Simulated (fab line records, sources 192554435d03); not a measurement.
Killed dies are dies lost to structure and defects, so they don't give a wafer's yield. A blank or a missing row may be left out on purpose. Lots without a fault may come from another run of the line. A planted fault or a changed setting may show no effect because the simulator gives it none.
Split-lot experiment | flow n5_finfet | 7 lots, 21 wafers read, on a route of 1938 steps

THE SPLIT
At N5_ZERO_LAYER_ETCH_18 (etches Si in HBr/Cl2, target depth 120 nm, time 40 s), the setting icp_w was moved away from the recipe's 800 W on 9 of the 21 wafers read, by -15.2% to -5.9%. The other wafers ran this setting at the recipe's value.

The reading is taken at the split's own step.

THE READING
etch.depth_nm (the simulator's own value, which no gauge read), in nm, at N5_ZERO_LAYER_ETCH_18 (etches Si in HBr/Cl2, target depth 120 nm, time 40 s). The file gives no usual value for it. The 12 wafers here that ran the recipe average 119.2 nm, standard deviation 0.92 nm.

wafer  | tool, chamber at the split | icp_w as run, W | against the recipe | etch.depth_nm, nm | against lot-mates on the recipe
L077.3 | rie_si-03, 3               | 800             | recipe             | 118.9             | -
L077.4 | rie_si-03, 2               | 800             | recipe             | 119.7             | -
L077.5 | rie_si-03, 1               | 747             | -6.6%              | 117.5             | -1.8
L078.2 | rie_si-02, 1               | 752.5           | -5.9%              | 119.2             | +0.3
L078.5 | rie_si-02, 1               | 800             | recipe             | 118.9             | -
L078.6 | rie_si-02, 2               | 752.5           | -5.9%              | 117.3             | -1.6
L082.1 | rie_si-02, 0               | 800             | recipe             | 119.5             | -
L082.2 | rie_si-02, 2               | 800             | recipe             | 119.4             | -
L082.5 | rie_si-02, 3               | 800             | recipe             | 117               | -
L090.1 | rie_si-04, 2               | 678.1           | -15.2%             | 111.6             | -8.7
L090.3 | rie_si-04, 0               | 678.1           | -15.2%             | 111.4             | -8.9
L090.6 | rie_si-04, 1               | 800             | recipe             | 120.3             | -
L091.1 | rie_si-02, 0               | 800             | recipe             | 119.7             | -
L091.3 | rie_si-02, 2               | 722             | -9.8%              | 113.6             | -6.1
L091.4 | rie_si-02, 3               | 722             | -9.8%              | 112.6             | -7.1
L095.1 | rie_si-02, 2               | 698             | -12.7%             | 113.2             | -7.3
L095.3 | rie_si-02, 0               | 800             | recipe             | 120.5             | -
L095.5 | rie_si-02, 2               | 698             | -12.7%             | 114.3             | -6.2
L097.1 | rie_si-04, 3               | 800             | recipe             | 119.4             | -
L097.2 | rie_si-04, 0               | 800             | recipe             | 118.2             | -
L097.4 | rie_si-04, 1               | 800             | recipe             | 118.4             | -

THE FIT
A straight line over all 21 wafers: etch.depth_nm changes by +0.482 nm for each +1% of icp_w; r = +0.92; the points scatter about the line by 1.2 nm.
The same after taking each lot's own level away (the mean of its wafers on the recipe; 21 wafers): +0.559 nm for each +1%; r = +0.94; scatter 1.2 nm.
On that fit, the largest move of icp_w shifts the reading by 8.5 nm.
The lots' own levels span 118.63 to 120.50 nm, that is 2.0 times the standard deviation above.
So the lot-to-lot level changes the slope: the two fits differ.
Check: with one of the wafers moved furthest among these (-15.2%) left out of the fit, the line predicts -8.15 nm for it against its lot-mates. It came out at -8.7 nm against them.

THE WHOLE CHAIN: every reading that the file lists as answering this split, in the file's order
step                  | what it does                                         | reading                                                                      | change (the file's fit)               | r (the file's)
N5_ZERO_LAYER_ETCH_18 | etches Si in HBr/Cl2, target depth 120 nm, time 40 s | ZERO_LAYER.feature_depth_nm (the simulator's own value, which no gauge read) | +0.528 nm for each +1% of the setting | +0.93
N5_ZERO_LAYER_ETCH_18 | etches Si in HBr/Cl2, target depth 120 nm, time 40 s | etch.depth_nm (the simulator's own value, which no gauge read)               | +0.528 nm for each +1% of the setting | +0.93

THE FILE'S OWN FIT
etch.depth_nm changes by +0.528 nm for each +1% of icp_w, r = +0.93.
